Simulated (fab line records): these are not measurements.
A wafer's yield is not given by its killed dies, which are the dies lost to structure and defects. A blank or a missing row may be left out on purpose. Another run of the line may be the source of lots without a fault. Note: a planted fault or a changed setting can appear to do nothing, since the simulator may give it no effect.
fab line records	flow nand_harc
record: lots: 5	wafers: 15	last_day: 32
route steps=1302 shown A_M0@1146 END@1302
lots that met no fault: from a run of the same line without faults
start_h: hours from the record's opening day to when the first of the lot's shown wafers began	wait_h: how many hours have passed since the lot's step before this one	" identical to the entry in the row above	L1.1+2: one row covering several wafers at once	- either no value or no given start	* or withheld: withheld	< > ~ a bound
route shown NAME@n: a module of which the file shows steps, and the number in the route of the first	usual: mean/standard deviation taken from wafers without a fault	same: alike in all rows	chamber/n: place in a boat	sites: per-site readings	_std_site: their standard deviation	_edge_site: the outer-site mean with the inner-site mean subtracted	radius_mm: for every site, how far away it sits from the centre of the wafer	mask NAME#n: copy n	behind: the last tool/chamber to shape the wafer	hold: the reason the lot was held/the length of the hold in hours/how it ended	device: the n, p or np transistor that did not switch	end of line: the route-end tests of the same wafers	for a step that has no rows: nothing shown but its recipe	killed: at the first sort, the dies lost to defects and structure; wafer yield is something else	map: per-die view of a wafer (x killed, . not killed, _ where there is no die)
set.NAME: the setting that was run; set.NAME@STEP: the one run at that earlier step	model.NAME: the simulator's own value behind a step, which no gauge read
lots at some steps of the route; a table a step, a row a wafer
services: when a tool's chamber went out of use (start_h, in hours from the record's first day, below 0 if earlier), for how many hours, and the reason
== steps ==
step: NHARC_A_M0_DEVELOP_08
recipe: develop_time_s: 35	dev_temp_c: 23
step: NHARC_A_M0_CD_MEAS_09
recipe: target_cd_nm: 80	landing_energy_ev: 500
usual: cd_nm: 80.2/0.83
lot.wafer	tool	chamber	start_h	wait_h	cd_nm
L654.1	cd_sem-02	0	529.25	-	79.5
L654.4	"	0	"	"	79.8
L654.5	"	0	"	"	80.8
L656.2	cd_sem-02	0	551.51	-	80.0
L656.3	"	0	"	"	79.9
L656.6	"	0	"	"	80.7
L665.2	cd_sem-02	0	642.74	-	78.9
L665.4	"	0	"	"	81.0
L665.5	"	0	"	"	79.6
L668.1	cd_sem-02	0	670.16	-	80.0
L668.5	"	0	"	"	79.8
L668.6	"	0	"	"	81.7
L672.1	cd_sem-01	0	716.76	-	80.2
L672.2	"	0	"	"	79.5
L672.6	"	0	"	"	79.5
step: NHARC_A_M0_OVL_MEAS_10
recipe: pitch_nm: 160
usual: overlay_x_nm: 0.3/0.84	overlay_y_nm: -0.2/0.91
lot.wafer	tool	chamber	start_h	wait_h	overlay_x_nm	overlay_y_nm
L654.1	overlay-01	-	529.33	-	0.3	-0.7
L654.4	"	-	"	"	0.2	-0.7
L654.5	"	-	"	"	0.6	-0.4
L656.2	overlay-02	-	551.59	-	-0.6	-0.4
L656.3	"	-	"	"	-0.6	-0.5
L656.6	"	-	"	"	-0.2	-0.5
L665.2	overlay-02	-	642.82	-	0.2	0.6
L665.4	"	-	"	"	0.4	0.6
L665.5	"	-	"	"	0.0	0.5
L668.1	overlay-02	-	670.25	-	0.1	1.5
L668.5	"	-	"	"	-0.1	1.5
L668.6	"	-	"	"	0.2	1.8
L672.1	overlay-01	-	716.86	-	0.3	-1.1
L672.2	"	-	"	"	0.2	-1.3
L672.6	"	-	"	"	-0.1	-0.8
step: NHARC_A_M0_INSPECT_11
usual: raw_defect_count: 91/30
lot.wafer	tool	chamber	start_h	wait_h	raw_defect_count
L654.1	defect_inspect-01	-	529.37	0.0	97
L654.4	"	-	"	"	93
L654.5	"	-	"	"	87
L656.2	defect_inspect-02	-	551.63	0.0	116
L656.3	"	-	"	"	118
L656.6	"	-	"	"	112
L665.2	defect_inspect-02	-	642.86	0.0	84
L665.4	"	-	"	"	90
L665.5	"	-	"	"	83
L668.1	defect_inspect-01	-	670.28	0.0	99
L668.5	"	-	"	"	121
L668.6	"	-	"	"	92
L672.1	defect_inspect-01	-	716.90	0.0	112
L672.2	"	-	"	"	104
L672.6	"	-	"	"	118
step: NHARC_A_M0_DESCUM_14
recipe: time_s: 3	o2_flow_sccm: 200	ar_flow_sccm: 0	bias_power_w: 0	chemistry: O2
usual: drypump_motor_current_A: 5.9/0.47	oes_product_au: 1.002/0.011	rf_vpp_V: 57.5/0.87	showerhead_plenum_p_Torr: 1.83/0.073	throttle_valve_pct: 11.311/0.0093
lot.wafer	tool	chamber	start_h	wait_h	drypump_motor_current_A	oes_product_au	rf_hours_counter_h	rf_vpp_V	showerhead_plenum_p_Torr	throttle_valve_pct
L654.1	rie_diel-08	3	529.44	0.1	5.9	0.993	6.4	57.9	1.79	11.320
L654.4	"	1	"	"	6.1	0.993	7.4	59.0	1.78	11.292
L654.5	"	3	"	"	5.9	0.995	-	56.7	1.79	11.315
L656.2	rie_diel-13	1	551.69	0.1	5.8	1.006	0.7	57.2	1.79	11.313
L656.3	"	0	"	"	5.0	1.011	1.0	56.4	1.81	11.334
L656.6	"	2	"	"	6.3	1.010	-	55.9	1.79	11.322
L665.2	rie_diel-08	1	642.93	0.1	6.1	1.003	3.6	57.3	1.77	11.309
L665.4	"	3	"	"	5.9	0.991	3.1	58.5	1.79	11.297
L665.5	"	1	"	"	6.1	1.013	-	56.4	1.77	11.301
L668.1	rie_diel-13	3	670.36	0.1	6.5	1.009	7.2	57.4	1.78	11.300
L668.6	"	1	"	"	5.8	1.017	-	58.4	1.79	11.296
L668.5	"	2	"	"	6.2	0.995	-	56.6	1.79	11.318
L672.2	rie_diel-08	1	716.97	0.1	6.1	1.013	8.0	57.2	1.77	11.303
L672.1	"	3	"	"	5.9	0.991	6.9	57.5	1.79	11.310
L672.6	"	1	"	"	6.2	1.004	-	57.9	1.77	11.313
step: NHARC_A_M0_ETCH_34
recipe: target_depth_a: 400	overetch_a: 120	time_s: 43.94	ion_energy_ev: 200	n2_flow_sccm: 150	h2_flow_sccm: 150	ar_flow_sccm: 0	rf_w: 400	bias_w: 150	chemistry: N2/H2
step: NHARC_A_M0_ETCH_15
recipe: target_depth_a: 1500	overetch_a: 150	time_s: 82.5	c4f8_flow_sccm: withheld	ar_flow_sccm: 400	rf_w: 600	bias_w: 300	chemistry: C4F8/Ar
usual: oes_product_au: 0.951/0.025	rf_vpp_V: 438.3/2.6
lot.wafer	tool	chamber	start_h	wait_h	oes_product_au	rf_hours_counter_h	rf_vpp_V
L654.4	rie_diel-08	2	-	-	0.925	7.3	441.8
L654.1	"	3	"	"	0.931	6.5	437.0
L654.5	"	2	"	"	0.915	-	440.8
L656.3	rie_diel-13	2	-	-	0.966	0.6	437.2
L656.2	"	0	"	"	0.983	1.0	438.2
L656.6	"	1	"	"	0.979	-	436.7
L665.4	rie_diel-08	1	-	-	0.929	3.7	437.0
L665.2	"	3	"	"	0.915	3.1	437.2
L665.5	"	2	"	"	0.919	-	440.7
L668.1	rie_diel-13	0	-	-	0.938	8.5	437.9
L668.6	"	0	"	"	0.933	-	437.7
L668.5	"	1	"	"	0.939	-	436.2
L672.2	rie_diel-08	0	-	-	0.926	8.2	436.5
L672.1	"	1	"	"	0.932	8.0	436.2
L672.6	"	0	"	"	0.919	-	437.0
step: NHARC_A_M0_CD_MEAS_16
usual: cd_nm: 80.0/1.1
lot.wafer	tool	chamber	start_h	wait_h	cd_nm
L654.1	cd_sem-02	-	529.73	-	79.8
L654.4	"	-	"	"	79.7
L654.5	"	-	"	"	79.7
L656.2	cd_sem-02	-	552.00	-	79.2
L656.3	"	-	"	"	79.2
L656.6	"	-	"	"	80.8
L665.2	cd_sem-01	-	643.22	-	79.4
L665.4	"	-	"	"	81.4
L665.5	"	-	"	"	80.3
L668.1	cd_sem-03	-	670.64	-	82.6
L668.5	"	-	"	"	80.0
L668.6	"	-	"	"	81.1
L672.1	cd_sem-02	-	717.26	-	81.7
L672.2	"	-	"	"	80.0
L672.6	"	-	"	"	80.7
step: NHARC_A_M0_STRIP_18
recipe: power_w: 1000	n2_flow_sccm: 150	h2_flow_sccm: 150	ar_flow_sccm: 0	bias_w: 0	chemistry: N2/H2
usual: drypump_motor_current_A: 5.9/0.52	oes_product_au: 1.006/0.011	power_w: 1000.2/2.9	rf_vpp_V: 90.1/0.97	showerhead_plenum_p_Torr: 1.95/0.083	throttle_valve_pct: 14.172/0.0089
lot.wafer	tool	chamber	start_h	wait_h	drypump_motor_current_A	oes_product_au	power_w	rf_hours_counter_h	rf_vpp_V	showerhead_plenum_p_Torr	throttle_valve_pct
L654.1	rie_diel-01	3	529.83	0.1	5.3	1.001	1001.9	7	91.7	2.14	14.171
L654.4	"	0	"	"	5.7	1.017	1004.1	6	90.6	2.14	14.178
L654.5	"	2	"	"	6.6	0.996	1001.2	-	91.3	2.02	14.175
L656.2	rie_diel-13	1	552.09	0.1	5.8	1.019	1002.1	1	89.5	1.91	14.181
L656.3	"	2	"	"	6.3	1.016	1002.7	1	89.6	1.90	14.182
L656.6	"	0	"	"	5.1	1.009	1000.1	-	90.0	1.93	14.183
L665.2	rie_diel-13	0	643.34	0.1	5.0	1.007	1001.4	7	89.5	1.92	14.161
L665.4	"	1	"	"	5.8	1.009	1002.8	8	89.4	1.91	14.172
L665.5	"	3	"	"	6.5	0.997	1003.8	-	89.6	1.90	14.175
L668.1	rie_diel-13	3	670.80	0.2	6.5	1.008	998.7	7	89.7	1.90	14.176
L668.6	"	0	"	"	5.1	1.016	999.2	-	90.1	1.92	14.185
L668.5	"	1	"	"	5.8	1.032	999.1	-	90.3	1.91	14.177
L672.1	rie_diel-01	3	717.36	0.1	5.3	1.024	998.7	7	92.4	2.14	14.157
L672.2	"	1	"	"	6.4	0.994	996.5	6	90.4	2.09	14.179
L672.6	"	3	"	"	5.3	1.026	998.2	-	90.8	2.14	14.174
step: NHARC_A_M0_STRIP_19
recipe: time_s: 600	temp_c: 30	chemistry: post_etch_residue_remover
step: NHARC_A_M0_DEGAS_28
recipe: temp_c: 250	time_s: 60
usual: heater_power_w: 344/30
lot.wafer	tool	chamber	start_h	wait_h	heater_power_w
L654.4	pvd_sputter-01	-	530.35	-	374
L654.1	"	-	"	"	356
L654.5	"	-	"	"	355
L656.2	pvd_sputter-02	-	552.61	-	377
L656.3	"	-	"	"	344
L656.6	"	-	"	"	378
L665.4	pvd_sputter-01	-	643.84	-	333
L665.2	"	-	"	"	362
L665.5	"	-	"	"	389
L668.1	pvd_sputter-02	-	671.27	-	398
L668.6	"	-	"	"	337
L668.5	"	-	"	"	401
L672.2	pvd_sputter-02	-	717.87	-	306
L672.1	"	-	"	"	357
L672.6	"	-	"	"	340
step: NHARC_A_M0_PRE_CLEAN_29
recipe: time_s: 30	temp_c: 280	gas: H2/He
usual: heater_power_w: 423/36
lot.wafer	tool	chamber	start_h	wait_h	heater_power_w
L654.4	pvd_sputter-01	-	-	-	448
L654.1	"	-	"	"	466
L654.5	"	-	"	"	430
L656.2	pvd_sputter-02	-	-	-	418
L656.3	"	-	"	"	400
L656.6	"	-	"	"	460
L665.4	pvd_sputter-01	-	-	-	448
L665.2	"	-	"	"	346
L665.5	"	-	"	"	447
L668.1	pvd_sputter-02	-	-	-	441
L668.5	"	-	"	"	392
L668.6	"	-	"	"	415
L672.1	pvd_sputter-02	-	-	-	405
L672.2	"	-	"	"	434
L672.6	"	-	"	"	389
step: NHARC_A_M0_PVD_20
recipe: target_thk_a: 50	bias_v: 168.6	power_w: 15000	chamber_pressure_pa: 0.12	time_s: 8.06	substrate_temp_c: 50	material: TaN
usual: throttle_valve_pct: 30.2/0.93	time_s: 8.06/0
lot.wafer	tool	chamber	start_h	wait_h	throttle_valve_pct	time_s
L654.4	pvd_sputter-01	-	530.49	-	30.9	8.06
L654.1	"	-	"	"	30.6	8.06
L654.5	"	-	"	"	32.4	8.06
L656.2	pvd_sputter-02	-	552.75	-	28.9	8.06
L656.3	"	-	"	"	29.0	8.06
L656.6	"	-	"	"	31.0	8.06
L665.2	pvd_sputter-01	-	643.95	-	31.4	10.993
L665.4	"	-	"	"	29.9	8.06
L665.5	"	-	"	"	31.6	10.993
L668.1	pvd_sputter-02	-	671.37	-	30.8	8.06
L668.5	"	-	"	"	30.8	8.06
L668.6	"	-	"	"	29.8	8.06
L672.1	pvd_sputter-02	-	717.99	-	30.3	8.06
L672.2	"	-	"	"	28.1	8.06
L672.6	"	-	"	"	30.6	8.06
step: NHARC_A_M0_PVD_21
recipe: target_thk_a: 300	chamber_pressure_pa: 5	power_w: 5000	substrate_temp_c: 30	time_s: 20.49	material: Cu
step: NHARC_END_SORT_01
recipe: temp_c: 25
usual: defect_limited_yield: 90.5/2.4	killed_at_array: 59/16	killed_at_other: 0.7/1.1	killed_at_periphery: 4/3	killed_dies: 64/16	killed_open: 3.4/1.8	killed_short: 2.6/1.7
same: gross_dies: 677
lot.wafer	tool	chamber	start_h	wait_h	defect_limited_yield[%]	killed_at_array	killed_at_other	killed_at_periphery	killed_dies	killed_open	killed_short
L654.1	prober-02	0	566.62	2.5	90.1	64	1	2	67	4	5
L654.4	prober-02	0	569.00	3.4	90.1	60	5	2	67	6	2
L654.5	prober-02	0	569.80	3.7	89.8	66	0	3	69	2	2
L656.2	prober-01	0	595.55	2.8	90.0	66	1	1	68	3	3
L656.3	prober-01	0	596.35	3.1	88.6	75	0	2	77	3	4
L656.6	prober-01	0	598.78	4.0	90.7	62	0	1	63	2	1
L665.2	prober-02	0	684.79	2.8	91.0	56	0	5	61	5	1
L665.4	prober-02	0	686.37	3.4	90.1	64	1	2	67	2	2
L665.5	prober-02	0	687.17	3.7	91.0	55	0	6	61	4	0
L668.1	prober-02	0	714.70	2.5	90.5	62	0	2	64	2	3
L668.5	prober-02	0	717.91	3.7	87.6	82	0	2	84	6	3
L668.6	prober-02	0	718.71	4.0	88.3	77	0	2	79	4	3
L672.1	prober-01	0	763.38	2.5	92.0	50	0	4	54	2	4
L672.2	prober-01	0	764.16	2.8	93.9	35	4	2	41	3	2
L672.6	prober-01	0	767.27	3.9	89.8	64	0	5	69	7	1
killed by level:class
L654.1 A_CHANNEL_HOLE_D1:chamber_film_flake=30 A_SLIT:chamber_film_flake=17 A_CHANNEL_HOLE_D2:chamber_film_flake=5 A_STAIRCASE:chamber_film_flake=3 P_M0:geometric_particle:short=2 A_M0:geometric_particle:open=2 A_ONON_D1:geometric_particle:short=1 A_DECK1_JOINT:geometric_particle:short=1
L654.4 A_CHANNEL_HOLE_D1:chamber_film_flake=31 A_SLIT:chamber_film_flake=13 A_CHANNEL_HOLE_D2:chamber_film_flake=6 THIN_TSV:chamber_film_flake=5 A_M0:geometric_particle:open=2 P_CONTACT:geometric_particle:open=1 A_ONON_D1:geometric_particle:short=1 A_ONON_D1:geometric_particle:open=1
L654.5 A_CHANNEL_HOLE_D1:chamber_film_flake=28 A_SLIT:chamber_film_flake=27 A_CHANNEL_HOLE_D2:chamber_film_flake=5 A_STAIRCASE:chamber_film_flake=2 P_M0:geometric_particle:open=1 A_SOURCE_PLATE:geometric_particle:short=1 A_WL_FILL:geometric_particle:short=1 A_BLC:geometric_particle:open=1
L656.2 A_CHANNEL_HOLE_D1:chamber_film_flake=31 A_SLIT:chamber_film_flake=10 A_CHANNEL_HOLE_D2:chamber_film_flake=5 A_CHANNEL_FILL_D2:chamber_film_flake=5 A_STAIRCASE:chamber_film_flake=4 A_CHANNEL_FILL_D1:geometric_particle:short=2 A_CONTACT:chamber_film_flake=2 P_CONTACT:geometric_particle:open=1
L656.3 A_CHANNEL_HOLE_D1:chamber_film_flake=33 A_SLIT:chamber_film_flake=21 A_CHANNEL_HOLE_D2:chamber_film_flake=7 A_CHANNEL_FILL_D2:chamber_film_flake=3 P_CONTACT:geometric_particle:short=2 A_STAIRCASE:chamber_film_flake=2 A_CONTACT:chamber_film_flake=2 A_ONON_D1:geometric_particle:short=1
L656.6 A_CHANNEL_HOLE_D1:chamber_film_flake=33 A_SLIT:chamber_film_flake=17 A_CHANNEL_HOLE_D2:chamber_film_flake=5 A_DECK1_JOINT:geometric_particle:open=2 A_CONTACT:chamber_film_flake=2 A_WL_FILL:geometric_particle:short=1 P_GATE:chamber_film_flake=1 A_STAIRCASE:chamber_film_flake=1
L665.2 A_CHANNEL_HOLE_D1:chamber_film_flake=34 A_SLIT:chamber_film_flake=5 A_WL_FILL:chamber_film_flake=4 P_BONDPAD:chamber_film_flake=3 A_ZERO_WELL:chamber_film_flake=3 A_CONTACT:chamber_film_flake=3 P_GATE:geometric_particle:open=1 P_M1:geometric_particle:open=1
L665.4 A_CHANNEL_HOLE_D1:chamber_film_flake=47 A_SLIT:chamber_film_flake=3 A_STAIRCASE:chamber_film_flake=3 A_SGD_CUT:chamber_film_flake=3 A_ZERO_WELL:chamber_film_flake=2 A_CONTACT:chamber_film_flake=2 P_CONTACT:geometric_particle:short=1 P_CONTACT:geometric_particle:open=1
L665.5 A_CHANNEL_HOLE_D1:chamber_film_flake=35 A_STAIRCASE:chamber_film_flake=4 A_SLIT:chamber_film_flake=4 A_WL_FILL:chamber_film_flake=4 A_ZERO_WELL:chamber_film_flake=3 A_SGD_CUT:chamber_film_flake=2 A_CONTACT:chamber_film_flake=2 P_GATE:geometric_particle:open=1
L668.1 A_CHANNEL_HOLE_D1:chamber_film_flake=29 A_CHANNEL_HOLE_D2:chamber_film_flake=14 A_SLIT:chamber_film_flake=6 A_STAIRCASE:chamber_film_flake=4 A_WL_FILL:geometric_particle:short=2 A_CONTACT:chamber_film_flake=2 P_CONTACT:geometric_particle:short=1 A_WL_FILL:geometric_particle:open=1
L668.5 A_CHANNEL_HOLE_D1:chamber_film_flake=38 A_CHANNEL_HOLE_D2:chamber_film_flake=14 A_SLIT:chamber_film_flake=8 A_DECK1_JOINT:chamber_film_flake=4 A_STAIRCASE:chamber_film_flake=4 A_CONTACT:chamber_film_flake=4 A_DECK1_JOINT:geometric_particle:short=2 A_DECK1_JOINT:geometric_particle:open=2
L668.6 A_CHANNEL_HOLE_D1:chamber_film_flake=29 A_CHANNEL_HOLE_D2:chamber_film_flake=21 A_SLIT:chamber_film_flake=7 A_CONTACT:chamber_film_flake=6 A_STAIRCASE:chamber_film_flake=3 A_DECK1_JOINT:geometric_particle:open=2 A_DECK1_JOINT:chamber_film_flake=2 P_ZERO_WELL:geometric_particle:short=1
L672.1 A_SLIT:chamber_film_flake=25 A_CHANNEL_HOLE_D2:chamber_film_flake=12 A_CHANNEL_HOLE_D1:chamber_film_flake=6 P_ZERO_WELL:chamber_film_flake=2 P_M1:chamber_film_flake=2 A_CHANNEL_HOLE_D1:geometric_particle:short=1 A_CHANNEL_FILL_D1:geometric_particle:short=1 A_CHANNEL_FILL_D1:geometric_particle:open=1
L672.2 A_SLIT:chamber_film_flake=17 A_CHANNEL_HOLE_D1:chamber_film_flake=7 A_CHANNEL_HOLE_D2:chamber_film_flake=7 THIN_TSV:chamber_film_flake=3 A_SOURCE_PLATE:geometric_particle:short=1 A_CHANNEL_HOLE_D1:geometric_particle:open=1 A_WL_FILL:geometric_particle:short=1 A_BLC:geometric_particle:open=1
L672.6 A_CHANNEL_HOLE_D2:chamber_film_flake=22 A_SLIT:chamber_film_flake=19 A_CHANNEL_HOLE_D1:chamber_film_flake=11 P_M1:chamber_film_flake=4 A_STAIRCASE:chamber_film_flake=4 A_ONON_D1:geometric_particle:open=2 P_CONTACT:geometric_particle:open=1 A_ONON_D1:geometric_particle:short=1
== services ==
tool	chamber	start_h	hours	kind
rie_diel-13	-	519.14	9.0	pm
rie_diel-13	0	519.14	9.0	vent_cycle
rie_diel-13	1	519.14	9.0	vent_cycle
rie_diel-13	2	519.14	9.0	vent_cycle
rie_diel-13	3	519.14	9.0	vent_cycle
rie_diel-13	0	528.14	-	clean
rie_diel-13	1	528.14	-	clean
rie_diel-01	0	539.75	21.2	repair
rie_diel-08	-	544.86	9.0	pm
pvd_sputter-01	-	549.41	6.2	repair
rie_diel-01	-	557.80	9.0	pm
rie_diel-08	1	559.53	9.5	repair
rie_diel-01	3	568.37	4.6	repair
rie_diel-08	2	572.17	24.0	repair
pvd_sputter-01	-	582.00	10.0	pm
rie_diel-13	1	586.76	7.2	repair
rie_diel-01	2	603.76	15.7	repair
rie_diel-01	2	632.60	1.3	repair
pvd_sputter-02	-	638.00	10.0	pm
rie_diel-08	3	655.28	11.9	repair
rie_diel-13	2	655.52	4.0	repair
pvd_sputter-02	-	681.13	1.2	repair
pvd_sputter-02	-	690.62	0.5	repair
rie_diel-13	-	696.22	9.0	pm
== key ==
first_sign: step: NHARC_A_M0_PVD_20	reading: time_s	direction: up	sigmas: 99+	usual: *	struck: *
effect none on later readings
met_at NHARC_A_M0_PVD_20
struck_wafers L665.2,L665.5
onset_between 530.49 643.95
fault: kind: process_parameter_drift	tool: pvd_sputter-01	chamber: -	onset_h: 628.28	steps: NHARC_A_M0_PVD_20	channel: time_s	offset: *	shape: step	end_h: 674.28	acts_in: *	stated: *	scope: struck_wafers_only
